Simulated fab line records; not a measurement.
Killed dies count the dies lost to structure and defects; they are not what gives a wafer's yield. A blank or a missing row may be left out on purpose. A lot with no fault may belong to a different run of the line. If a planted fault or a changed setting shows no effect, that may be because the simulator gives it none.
Chamber matching | flow nand harc | 4 sister chambers for NHARC_A_WL_FILL_STRIP_29 on rie diel-13
The step strips in O2, time 20 s. 18 wafers are shown with their chamber, then 9 later ones without.

== WAFERS, EACH WITH ITS CHAMBER ==
wafer  | chamber | showerhead plenum p Torr (Torr) | drypump motor current A (A) | throttle valve pct (%)
L074.2 | 0       | 3.43                            | 5.65                        | 17.047
L074.5 | 2       | 3.35                            | 5.21                        | 17.042
L074.6 | 1       | 3.56                            | 5.43                        | 17.034
L079.2 | 1       | 3.56                            | 5.41                        | 17.025
L079.5 | 0       | 3.43                            | 5.65                        | 17.048
L079.6 | 1       | 3.56                            | 5.44                        | 17.042
L082.2 | 2       | 3.35                            | 5.17                        | 17.022
L082.3 | 1       | 3.56                            | 5.47                        | 17.003
L082.4 | 0       | 3.43                            | 5.66                        | 17.045
L084.2 | 3       | 3.63                            | 5.72                        | 17.031
L084.4 | 2       | 3.35                            | 5.21                        | 17.032
L084.5 | 0       | 3.43                            | 5.64                        | 17.031
L088.1 | 3       | 3.62                            | 5.72                        | 17.034
L088.4 | 0       | 3.43                            | 5.66                        | 17.038
L088.6 | 3       | 3.62                            | 5.71                        | 17.021
L090.2 | 2       | 3.35                            | 5.19                        | 17.039
L090.4 | 3       | 3.62                            | 5.72                        | 17.040
L090.5 | 2       | 3.35                            | 5.20                        | 17.045

SIGNATURES (averages over the wafers above)
reading                  | chamber 0 | chamber 1 | chamber 2 | chamber 3 | scatter within a chamber
showerhead plenum p Torr | 3.4300    | 3.5600    | 3.3500    | 3.6225    | 0.00231
drypump motor current A  | 5.6520    | 5.4375    | 5.1960    | 5.7175    | 0.0155
throttle valve pct       | 17.04180  | 17.02600  | 17.03600  | 17.03150  | 0.0106
Rule: a wafer lies at a distance from a chamber equal to the root of the sum of squares, over the readings, of (its reading less the chamber's mean, divided by the reading's scatter). If the next closest chamber is less than 2 further off than the closest, the wafer can't be placed; otherwise it belongs to the closest. The scatter: the root of (the sum of the squares of (reading less its chamber's mean) over the shown wafers, divided by (wafers less chambers)).

== WAFERS WITH NO CHAMBER GIVEN ==
wafer  | showerhead plenum p Torr (Torr) | drypump motor current A (A) | throttle valve pct (%)
L092.1 | 3.62                            | 5.72                        | 17.042
L092.3 | 3.43                            | 5.66                        | 17.052
L092.6 | 3.35                            | 5.19                        | 17.045
L095.2 | 3.43                            | 5.65                        | 17.033
L095.3 | 3.62                            | 5.72                        | 17.027
L095.6 | 3.56                            | 5.44                        | 17.032
L096.2 | 3.62                            | 5.73                        | 17.047
L096.3 | 3.43                            | 5.65                        | 17.039
L096.4 | 3.35                            | 5.21                        | 17.023

== EACH ONE'S CHAMBER ==
wafer  | from the rows above | in truth
L092.1 | 3                   | 3
L092.3 | 0                   | 0
L092.6 | 2                   | 2
L095.2 | 0                   | 0
L095.3 | 3                   | 3
L095.6 | 1                   | 1
L096.2 | 3                   | 3
L096.3 | 0                   | 0
L096.4 | 2                   | 2
9 of 9 placed correctly. Left unplaced by these rows: 0. Wrongly placed: 0.
